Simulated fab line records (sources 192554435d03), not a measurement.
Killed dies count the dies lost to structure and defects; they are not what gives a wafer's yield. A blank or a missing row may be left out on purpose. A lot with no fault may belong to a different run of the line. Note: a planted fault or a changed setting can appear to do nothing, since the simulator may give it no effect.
fab line records ; flow n5Finfet
record: lots: 6; wafers: 17; lastDay: 16
route steps=1938 shown BEOL_M0_SAQP@659 BEOL_M4@1111 PASSIVATION@1936
lots that met no fault: from a run of the same line without faults
startH: start of the lot's first displayed wafer, in hours after the record's first day ; waitH: hours elapsed since this lot's preceding step ; " as in the row above ; L1.1+2: one row covering several wafers at once ; - either no value or no given start ; * or withheld: withheld ; < > ~ a bound
route shown NAME@n: a module of which the file shows steps, and the number in the route of the first ; usual: mean/standard deviation of fault-free wafers ; same: alike in all rows ; chamber/n: place in a boat ; sites: the reading at each site ; _std_site: their standard deviation ; _edge_site: outer sites' mean less inner sites' ; radiusMm: for every site, how far away it sits from the centre of the wafer ; mask NAME#n: copy n ; behind: the most recent tool/chamber to have shaped the wafer ; hold: cause of the lot's hold/its duration in hours/its outcome ; device: names the non-switching transistor (n, p or np) ; end of line: the same wafers' tests at the end of the route ; a step without rows: its recipe alone ; killed: dies lost to structure and defects at the first sort, not the wafer's yield ; map: a wafer's dies, marking killed ones x, the rest . and places with no die _
set.NAME: the setting as run; set.NAME@STEP: as run at that earlier step ; model.NAME: the simulator's own value behind a step, which no gauge read
lots seen at some steps along the route; tables by step, rows by wafer
services: the hour from which a tool's chamber was out of use, counted from the record's first day as startH (under 0 if before that day), plus the number of hours and why
== steps ==
step: N5_BEOL_M0_SAQP_STRIP_86
recipe: chemistry: N2/H2; powerW: 500; tempC: 40; pressureMtorr: 50; rfFrequencyHz: 6e+07; overashFraction: 0.3; biasPowerW: 28; h2Frac: 0.5; n2FlowSccm: 300; h2FlowSccm: 300
usual: drypumpMotorCurrentA: 5.7/0.3; n2FlowSccm: 300.1/0.9; oesProductAu: 0.77/0.078; rfVppV: 121.7/1.5; showerheadPlenumPTorr: 3.37/0.1; throttleValvePct: 19.11/0.24
lot.wafer;tool;chamber;startH;waitH;drypumpMotorCurrentA;n2FlowSccm;oesProductAu;rfHoursCounterH;rfVppV;showerheadPlenumPTorr;throttleValvePct
L398.3;rieDiel-06;1;127.98;0.1;5.9;300.1;0.75;155;119.5;3.50;19.03
L398.4;rieDiel-06;2;127.98;0.1;5.5;301.2;0.70;194;120.5;3.35;19.05
L398.6;rieDiel-06;1;127.98;0.1;5.9;300.4;0.74;-;120.5;3.50;19.03
L399.1;rieDiel-05;0;135.49;0.2;5.8;300.5;0.78;129;120.0;3.23;18.68
L399.3;rieDiel-05;1;135.49;0.2;5.8;300.4;0.74;146;123.1;3.35;18.78
L399.5;rieDiel-05;1;135.49;0.2;5.7;300.7;0.74;-;120.8;3.35;18.80
L402.2;rieDiel-06;2;149.53;0.1;5.5;301.8;0.71;200;121.6;3.35;19.08
L402.4;rieDiel-06;1;149.53;0.1;5.9;301.2;0.72;162;123.4;3.50;19.04
L402.5;rieDiel-06;3;149.53;0.1;5.8;300.5;0.92;-;123.1;3.43;19.02
L412.3;rieDiel-03;0;212.86;0.1;5.4;300.3;0.70;208;121.9;3.33;19.44
L412.6;rieDiel-03;3;212.86;0.1;5.2;298.4;0.74;-;120.5;3.34;19.42
L413.3;rieDiel-05;0;215.79;0.1;5.9;299.5;0.75;157;118.2;3.21;18.72
L413.5;rieDiel-05;1;215.79;0.1;5.7;300.4;0.72;-;120.9;3.33;18.87
L413.6;rieDiel-05;0;215.79;0.1;5.9;301.0;0.76;-;121.4;3.21;18.73
L416.1;rieDiel-06;1;235.06;0.1;5.9;300.8;0.72;187;124.2;3.48;19.09
L416.4;rieDiel-06;0;235.06;0.1;5.8;299.3;0.72;168;123.0;3.32;19.24
L416.6;rieDiel-06;0;235.06;0.1;5.8;299.8;0.72;-;122.6;3.33;19.20
step: N5_BEOL_M0_SAQP_STRIP_115
recipe: chemistry: postEtchResidueRemover; timeS: 60; tempC: 25; removerPh: withheld; removerWaterWtPct: withheld; removerFluorideWtPct: withheld
step: N5_BEOL_M0_SAQP_SRD_93
recipe: dry: ipaMarangoni; timeS: 30; tempC: 23; rinseLiquid: diw
step: N5_BEOL_M0_SAQP_RECESS_114
recipe: chemistry: HF/NH3; target: SiO2; targetDepthA: 144; afsCycles: 3; tempC: 30; sublimationTempC: 180; sublimationTimeS: 60
usual: drypumpMotorCurrentA: 5.5/0.34
lot.wafer;tool;chamber;startH;waitH;drypumpMotorCurrentA
L398.3;vaporEtch-02;0;128.24;0.1;6.0
L398.4;vaporEtch-02;1;128.24;0.1;5.1
L398.6;vaporEtch-02;0;128.24;0.1;6.0
L399.1;vaporEtch-02;1;135.62;0.0;5.1
L399.3;vaporEtch-02;1;135.62;0.0;5.1
L399.5;vaporEtch-02;0;135.62;0.0;6.0
L402.2;vaporEtch-02;1;149.66;0.0;5.1
L402.4;vaporEtch-02;1;149.66;0.0;5.1
L402.5;vaporEtch-02;1;149.66;0.0;5.1
L412.3;vaporEtch-02;1;213.11;0.1;5.1
L412.6;vaporEtch-02;0;213.11;0.1;6.0
L413.3;vaporEtch-01;0;216.04;0.1;5.5
L413.5;vaporEtch-01;1;216.04;0.1;5.6
L413.6;vaporEtch-01;0;216.04;0.1;5.4
L416.1;vaporEtch-02;0;235.19;0.0;6.0
L416.4;vaporEtch-02;1;235.19;0.0;5.1
L416.6;vaporEtch-02;0;235.19;0.0;6.0
step: N5_BEOL_M0_SAQP_SPACER1_ALD_98
recipe: material: SiO2; targetThkA: 128; tempC: 300; aldPrecursorFamily: BDEAS; aldCoReactant: O2-plasma; pulseTimeS: 1; purgeTimeS: 2; coReactantPurgeTimeS: 2; aldCycles: 138; pressureTorr: 2
step: N5_BEOL_M0_SAQP_SPACER1_ETCHBACK_99
recipe: chemistry: CHF3/O2; mode: anisotropicEtchback; target: SiO2; targetDepthA: 154; timeS: 7.7; pressureMtorr: 30; sourceW: 650; biasW: 170; Ar_flow_sccm: 200; CHF3_flow_sccm: 50; O2_flow_sccm: 5; ionEnergyEv: 200
step: N5_BEOL_M0_SAQP_MANDREL1_REMOVE_100
recipe: chemistry: HBr/Cl2/O2; btTimeS: 10; target: a-Si; stopOn: SiNx; endpoint: OES-SiCl; overEtchFrac: 0.85; icpW: 600; biasW: 30; HBr_flow_sccm: 150; Cl2_flow_sccm: 80; O2_flow_sccm: 5; pressureMtorr: 10
step: N5_BEOL_M0_SAQP_CD_MEAS_25
recipe: targetCdNm: 13.1; landingEnergyEv: 1000; detector: seInlens
usual: cdNm: 12.78/0.25
lot.wafer;tool;chamber;startH;waitH;cdNm
L398.3;cdSem-01;0;129.18;0.1;12.68
L398.4;cdSem-01;0;129.18;0.1;12.91
L398.6;cdSem-01;0;129.18;0.1;12.86
L399.1;cdSem-02;0;136.79;0.1;13.17
L399.3;cdSem-02;0;136.79;0.1;13.02
L399.5;cdSem-02;0;136.79;0.1;12.66
L402.2;cdSem-01;0;150.72;0.1;12.71
L402.4;cdSem-01;0;150.72;0.1;12.65
L402.5;cdSem-01;0;150.72;0.1;12.79
L412.3;cdSem-02;0;214.19;0.1;12.46
L412.6;cdSem-02;0;214.19;0.1;12.41
L413.3;cdSem-03;0;217.94;0.1;12.36
L413.5;cdSem-03;0;217.94;0.1;12.80
L413.6;cdSem-03;0;217.94;0.1;13.18
L416.1;cdSem-03;0;236.25;0.1;12.38
L416.4;cdSem-03;0;236.25;0.1;12.76
L416.6;cdSem-03;0;236.25;0.1;13.30
step: N5_BEOL_M0_SAQP_ETCH_101
recipe: chemistry: CH3F/O2; target: SiNx; maskMaterial: SiO2; targetDepthA: 299; timeS: 42.7; pressureMtorr: 30; sourceW: 395; biasW: 73; Ar_flow_sccm: 150; CH3F_flow_sccm: 30; O2_flow_sccm: 20; ionEnergyEv: 120
usual: O2_flow_sccm: 20.00/0.063; drypumpMotorCurrentA: 5.76/0.27; oesProductAu: 0.78/0.075; rfVppV: 299/5.9; showerheadPlenumPTorr: 2.00/0.066; throttleValvePct: 16.39/0.19
same: timeS: 42.7
lot.wafer;tool;chamber;startH;waitH;O2_flow_sccm;drypumpMotorCurrentA;oesProductAu;rfHoursCounterH;rfVppV;showerheadPlenumPTorr;throttleValvePct
L398.3;rieDiel-06;2;129.22;0.0;19.98;5.50;0.69;194;296;1.98;16.26
L398.4;rieDiel-06;0;129.22;0.0;20.14;5.83;0.74;136;292;2.01;16.57
L398.6;rieDiel-06;0;129.22;0.0;20.05;5.84;0.74;-;289;2.01;16.57
L399.1;rieDiel-05;1;136.83;0.0;19.97;5.73;0.75;147;307;1.99;16.00
L399.3;rieDiel-05;0;136.83;0.0;19.98;5.83;0.79;130;293;1.92;16.55
L399.5;rieDiel-05;0;136.83;0.0;19.93;5.83;0.78;-;294;1.92;16.55
L402.2;rieDiel-05;0;150.79;0.1;20.04;5.84;0.79;135;294;1.92;16.58
L402.4;rieDiel-05;0;150.79;0.1;19.99;5.85;0.79;-;295;1.92;16.57
L402.5;rieDiel-05;3;150.79;0.1;20.01;6.10;0.95;-;309;2.13;16.35
L412.3;rieDiel-03;0;214.51;0.3;20.09;5.37;0.71;208;303;1.97;16.50
L412.6;rieDiel-03;3;214.51;0.3;20.06;5.25;0.74;-;292;2.00;16.51
L413.3;rieDiel-05;3;217.97;0.0;19.85;6.10;0.88;24;308;2.13;16.38
L413.5;rieDiel-05;3;217.97;0.0;19.91;6.12;0.87;-;308;2.13;16.42
L413.6;rieDiel-05;1;217.97;0.0;20.13;5.77;0.73;-;306;1.98;16.03
L416.1;rieDiel-05;3;236.29;0.0;19.93;6.14;0.85;33;308;2.12;16.42
L416.4;rieDiel-05;1;236.29;0.0;20.03;5.73;0.72;-;305;1.97;16.06
L416.6;rieDiel-05;0;236.29;0.0;19.93;5.85;0.75;-;292;1.91;16.61
step: N5_BEOL_M0_SAQP_ETCH_102
recipe: chemistry: CF4; target: SiO2; targetDepthA: 40; ionEnergyEv: 350; timeS: 4.4; pressureMtorr: 10; icpW: 800; biasW: 400; cf4FlowSccm: 80
usual: drypumpMotorCurrentA: 5.8/0.54; oesProductAu: 1.014/0.022; throttleValvePct: 21.75/0.29
same: timeS: 4.4
lot.wafer;tool;chamber;startH;waitH;drypumpMotorCurrentA;oesProductAu;rfHoursCounterH;throttleValvePct
L398.3;rieSi-06;0;129.32;0.1;6.7;1.022;169;22.01
L398.4;rieSi-06;2;129.32;0.1;5.0;1.024;21;22.02
L398.6;rieSi-06;3;129.32;0.1;5.5;1.025;-;21.64
L399.1;rieSi-04;3;136.94;0.1;5.7;0.981;119;22.44
L399.3;rieSi-04;2;136.94;0.1;5.4;1.020;137;21.96
L399.5;rieSi-04;1;136.94;0.1;5.9;1.008;-;21.91
L402.2;rieSi-01;1;150.90;0.1;5.2;0.998;86;21.49
L402.4;rieSi-01;3;150.90;0.1;5.5;0.978;115;21.69
L402.5;rieSi-01;0;150.90;0.1;6.0;0.982;-;21.20
L412.3;rieSi-01;3;214.61;0.1;5.5;0.986;116;21.69
L412.6;rieSi-01;1;214.61;0.1;5.2;1.007;-;21.50
L413.3;rieSi-06;3;218.08;0.1;5.5;1.020;68;21.64
L413.5;rieSi-06;0;218.08;0.1;6.7;1.021;-;22.01
L413.6;rieSi-06;1;218.08;0.1;6.6;1.036;-;21.66
L416.1;rieSi-01;2;236.40;0.1;5.7;1.065;160;21.44
L416.4;rieSi-01;2;236.40;0.1;5.6;1.058;-;21.43
L416.6;rieSi-01;1;236.40;0.1;5.2;0.994;-;21.50
step: N5_BEOL_M0_SAQP_MANDREL_ETCH_103
recipe: chemistry: HBr/Cl2; target: a-Si; targetDepthA: 450; btTimeS: 10; stopOn: SiCN; maskMaterial: SiO2; overEtchFrac: 0.8; timeS: 27; pressureMtorr: 10; icpW: 800; biasW: 75; HBr_flow_sccm: 150; Cl2_flow_sccm: 80; ends: endPoint
usual: drypumpMotorCurrentA: 5.8/0.54; oesProductAu: 0.689/0.012; throttleValvePct: 35.4/0.32
lot.wafer;tool;chamber;startH;waitH;drypumpMotorCurrentA;oesProductAu;rfHoursCounterH;throttleValvePct
L398.3;rieSi-06;0;129.36;0.0;6.7;0.702;169;35.9
L398.4;rieSi-06;2;129.36;0.0;5.0;0.705;21;35.8
L398.6;rieSi-06;3;129.36;0.0;5.5;0.711;-;35.4
L399.1;rieSi-04;3;136.97;0.0;5.7;0.679;119;36.0
L399.3;rieSi-04;2;136.97;0.0;5.4;0.677;137;35.4
L399.5;rieSi-04;1;136.97;0.0;5.9;0.701;-;35.5
L402.2;rieSi-01;1;150.93;0.0;5.2;0.670;86;35.2
L402.4;rieSi-01;3;150.93;0.0;5.5;0.676;115;35.2
L402.5;rieSi-01;0;150.93;0.0;6.0;0.699;-;34.9
L412.3;rieSi-01;3;214.64;0.0;5.5;0.671;116;35.2
L412.6;rieSi-01;1;214.64;0.0;5.2;0.683;-;35.2
L413.3;rieSi-06;3;218.11;0.0;5.5;0.690;68;35.4
L413.5;rieSi-06;0;218.11;0.0;6.7;0.703;-;35.9
L413.6;rieSi-06;1;218.11;0.0;6.7;0.695;-;35.0
L416.1;rieSi-01;2;236.43;0.0;5.6;0.691;160;35.1
L416.4;rieSi-01;2;236.43;0.0;5.7;0.702;-;35.1
L416.6;rieSi-01;1;236.43;0.0;5.2;0.684;-;35.2
step: N5_BEOL_M0_SAQP_RECESS_104
recipe: chemistry: HF/NH3; target: SiO2; targetDepthA: 180; afsCycles: 3; tempC: 30; sublimationTempC: 180; sublimationTimeS: 60
step: N5_BEOL_M0_SAQP_COAT_105
recipe: resist: SOC; tempC: 250; timeS: 60; spinRpm: 1500; resistThkNm: 100
usual: resistLineTempC: 23.00/0.098; spinSpeedRpm: 1499.9/1
same: timeS: 60
lot.wafer;tool;chamber;startH;waitH;resistLineTempC;spinSpeedRpm;model.SOC_of_BEOL_M0_SAQP_COAT_105.thkNm
L398.3;lithoTrack-05;0;129.83;0.2;23.01;1501.3;100.4
L398.4;lithoTrack-05;0;129.83;0.2;22.95;1501.5;100
L398.6;lithoTrack-05;0;129.83;0.2;22.97;1498.5;100.6
L399.1;lithoTrack-01;0;137.44;0.3;22.95;1558.9;98
L399.3;lithoTrack-01;0;137.44;0.3;23.02;1558.8;97.8
L399.5;lithoTrack-01;0;137.44;0.3;23.05;1558.2;98
L402.2;lithoTrack-01;0;151.40;0.3;23.14;1559.5;98.2
L402.4;lithoTrack-01;0;151.40;0.3;22.79;1558.0;98.2
L402.5;lithoTrack-01;0;151.40;0.3;22.82;1558.5;98.2
L412.3;lithoTrack-05;0;215.12;0.2;22.92;1498.9;100.2
L412.6;lithoTrack-05;0;215.12;0.2;23.08;1501.0;100.4
L413.3;lithoTrack-05;0;218.59;0.2;23.09;1499.6;100
L413.5;lithoTrack-05;0;218.59;0.2;23.20;1499.7;100.4
L413.6;lithoTrack-05;0;218.59;0.2;23.07;1498.2;100.4
L416.1;lithoTrack-01;0;236.89;0.3;23.04;1500.1;100.2
L416.4;lithoTrack-01;0;236.89;0.3;23.01;1500.9;100
L416.6;lithoTrack-01;0;236.89;0.3;22.96;1499.5;100.4
step: N5_BEOL_M0_SAQP_ETCH_106
recipe: chemistry: N2/H2; target: SOC; targetDepthA: 1500; stopOn: SiNx; ionEnergyEv: 100; biasW: 61; pressureMtorr: 30; sourceW: 850; n2FlowSccm: 200; h2FlowSccm: 200
step: N5_BEOL_M4_RC_MEAS_101
usual: DIBL_N: 36.6/2.1; DIBL_P: 36.3/2.2; IOFF_N: 0.16/0.036; IOFF_P: 0.21/0.038; ION_N: 671/12; ION_P: 460/7.5; SS_N: 71.8/0.72; SS_P: 73.3/0.72; VT_N: 250/3.2; VT_P: -250/3.5
lot.wafer;tool;chamber;startH;waitH;DIBL_N[mV/V];DIBL_P[mV/V];IOFF_N[nA/um];IOFF_P[nA/um];ION_N[uA/um];ION_P[uA/um];SS_N[mV/dec];SS_P[mV/dec];VT_N[mV];VT_P[mV]
L398.3;prober-01;0;181.45;0.3;36.1;35.9;0.17;0.22;677;464;72.1;73.7;251;-250
L398.4;prober-01;0;181.45;0.3;37.8;38.9;0.21;0.27;677;463;71.8;74.2;245;-249
L398.6;prober-01;0;181.45;0.3;35.8;35.4;0.17;0.21;692;466;70.8;73.1;248;-253
L399.1;prober-01;0;185.40;0.0;35.3;34.1;0.12;0.16;662;451;71.5;72.3;253;-252
L399.3;prober-01;0;185.40;0.0;37.1;36.1;0.16;0.19;669;452;71.6;72.5;250;-251
L399.5;prober-01;0;185.40;0.0;40.3;41.0;0.24;0.28;686;465;72.7;74.6;244;-250
L402.2;prober-02;0;212.71;0.2;40.5;39.7;0.24;0.29;704;478;71.8;74.3;242;-245
L402.4;prober-02;0;212.71;0.2;37.3;36.8;0.15;0.24;663;464;72.6;73.3;251;-247
L402.5;prober-02;0;212.71;0.2;36.8;36.2;0.15;0.24;663;458;71.6;73.5;249;-248
L412.3;prober-02;0;272.67;0.3;33.5;33.9;0.14;0.20;674;463;71.4;73.5;253;-250
L412.6;prober-02;0;272.67;0.3;33.7;32.8;0.14;0.18;662;453;71.3;72.9;255;-250
L413.3;prober-02;0;275.32;0.3;33.5;34.4;0.12;0.17;661;449;71.8;71.9;253;-254
L413.5;prober-02;0;275.32;0.3;36.6;37.1;0.17;0.21;667;452;71.8;74.0;251;-250
L413.6;prober-02;0;275.32;0.3;34.3;34.8;0.14;0.18;676;463;71.0;72.6;250;-251
L416.1;prober-01;0;290.79;0.0;36.8;35.6;0.16;0.24;669;462;71.5;73.6;249;-249
L416.4;prober-01;0;290.79;0.0;33.8;31.9;0.11;0.18;635;448;71.4;71.7;256;-249
L416.6;prober-01;0;290.79;0.0;34.5;32.6;0.13;0.19;668;458;71.1;72.1;250;-248
step: N5_PASSIVATION_PROBE_49
usual: defectLimitedYield: 91.1/1.4; killed_at_M0_to_M3: 33/9.1; killed_at_M4_up: 14/5.6; killedAtContacts: 13/5.7; killedAtFrontEnd: 42/12; killedAtOther: 4/3; killedDies: 105/16; killedOpen: 69/11; killedShort: 34/7.5; sort_bin_5_function: 5.2/0.91; sort_bin_6_memory: 3.3/0.64; sort_bin_8_speed: 0.0/0.37; sortNPass: 1075/16; sortYieldPct: 91.1/1.4
same: grossDies: 1180; killedAtBackSide: 0; sort_bin_4_leakage[%]: 0
lot.wafer;tool;chamber;startH;waitH;defectLimitedYield[%];killed_at_M0_to_M3;killed_at_M4_up;killedAtContacts;killedAtFrontEnd;killedAtOther;killedDies;killedOpen;killedShort;sort_bin_5_function[%];sort_bin_6_memory[%];sort_bin_8_speed[%];sortNPass;sortYieldPct[%]
L398.3;prober-01;-;274.16;0.1;90.8;35;17;10;42;4;108;70;34;5.1;3.6;0;1072;90.8
L398.4;prober-01;-;274.21;0.2;91.4;43;19;6;32;1;101;71;30;5.0;3.3;0;1079;91.4
L398.6;prober-01;-;274.31;0.3;89.7;58;22;6;34;2;122;80;39;6.5;3.6;0;1058;89.7
L412.3;prober-01;-;368.36;0.1;91.1;30;9;15;34;17;105;69;36;5.8;2.6;0;1075;91.1
L412.6;prober-01;-;368.51;0.3;93.9;30;7;10;20;5;72;55;17;3.9;1.7;0;1108;93.9
killed by level:class
L398.3 BEOL_M1:geometricParticle:open=9 BEOL_M4:geometricParticle:open=8 FIN_SAQP:geometricParticle:open=7 BEOL_M2:geometricParticle:open=7 GATE_CUT:geometricParticle:short=7 FIN_SAQP:geometricParticle:short=6 STI_FIN_REVEAL:geometricParticle:open=6 BEOL_M0_SAQP:geometricParticle:short=5
L398.4 FIN_SAQP:geometricParticle:open=9 BEOL_M0_SAQP:geometricParticle:short=9 BEOL_M0_SAQP:geometricParticle:open=7 BEOL_M1:geometricParticle:open=7 BEOL_M2:geometricParticle:open=7 BEOL_M3:geometricParticle:open=6 BEOL_M4:geometricParticle:open=6 MOL_CONTACT_COAG:geometricParticle:open=5
L398.6 BEOL_M0_SAQP:geometricParticle:open=19 BEOL_M0_SAQP:geometricParticle:short=13 BEOL_M4:geometricParticle:open=11 BEOL_M2:geometricParticle:open=9 BEOL_M1:geometricParticle:open=8 STI_FIN_REVEAL:geometricParticle:open=7 GATE_CUT:geometricParticle:short=5 FIN_SAQP:geometricParticle:open=4
L412.3 MOL_CONTACT_COAG:geometricParticle:open=13 STI_FIN_REVEAL:geometricParticle:open=8 BEOL_M2:geometricParticle:open=6 BEOL_M0_SAQP:geometricParticle:short=6 FIN_SAQP:geometricParticle:open=5 BEOL_M0:geometricParticle:open=4 BEOL_M1:geometricParticle:open=4 BEOL_M5:geometricParticle:open=4
L412.6 MOL_CONTACT_COAG:geometricParticle:open=9 BEOL_M0_SAQP:geometricParticle:short=8 BEOL_M3:geometricParticle:open=8 STI_FIN_REVEAL:geometricParticle:open=5 GATE_CUT:geometricParticle:open=4 BEOL_M0_SAQP:geometricParticle:open=4 BEOL_M4:geometricParticle:open=4 DUMMY_GATE:geometricParticle:open=3
== services ==
tool;chamber;startH;hours;kind
vaporEtch-02;-;104.41;0.4;repair
rieDiel-06;1;113.13;2.7;repair
rieDiel-03;2;125.25;-;clean
rieDiel-03;2;125.25;-;consumableReplace:focusRing
rieDiel-03;2;125.25;-;consumableReplace:showerhead
rieDiel-03;2;125.25;35.9;scheduledDown
rieDiel-03;2;125.25;35.9;ventCycle
rieDiel-05;3;126.60;-;clean
rieDiel-05;3;126.60;-;consumableReplace:focusRing
rieDiel-05;3;126.60;-;consumableReplace:showerhead
rieDiel-05;3;126.60;13.2;scheduledDown
rieDiel-05;3;126.60;13.2;ventCycle
rieDiel-05;2;147.57;7.4;repair
lithoTrack-01;-;177.34;-;consumableReplace:filter
rieSi-04;-;179.37;2.8;pm
rieSi-04;2;193.93;5.0;repair
rieDiel-03;2;214.25;38.8;repair
rieSi-01;0;235.90;6.3;repair
== key ==
firstSign: step: N5_BEOL_M0_SAQP_COAT_105; reading: spinSpeedRpm; direction: up; sigmas: 56; usual: *; struck: *
effect none on later readings
modelEffect: step: N5_BEOL_M0_SAQP_COAT_105; value: SOC_of_BEOL_M0_SAQP_COAT_105.thkNm; without: 99.93; struck: 98.07
metAt N5_BEOL_M0_SAQP_COAT_105
struckWafers L399.1,L399.3,L399.5,L402.2,L402.4,L402.5
fault: kind: processParameterDrift; tool: lithoTrack-01; chamber: -; onsetH: 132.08; steps: N5_BEOL_M0_SAQP_COAT_105; channel: spinRpm; offset: *; shape: step; endH: 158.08; actsIn: *; stated: *
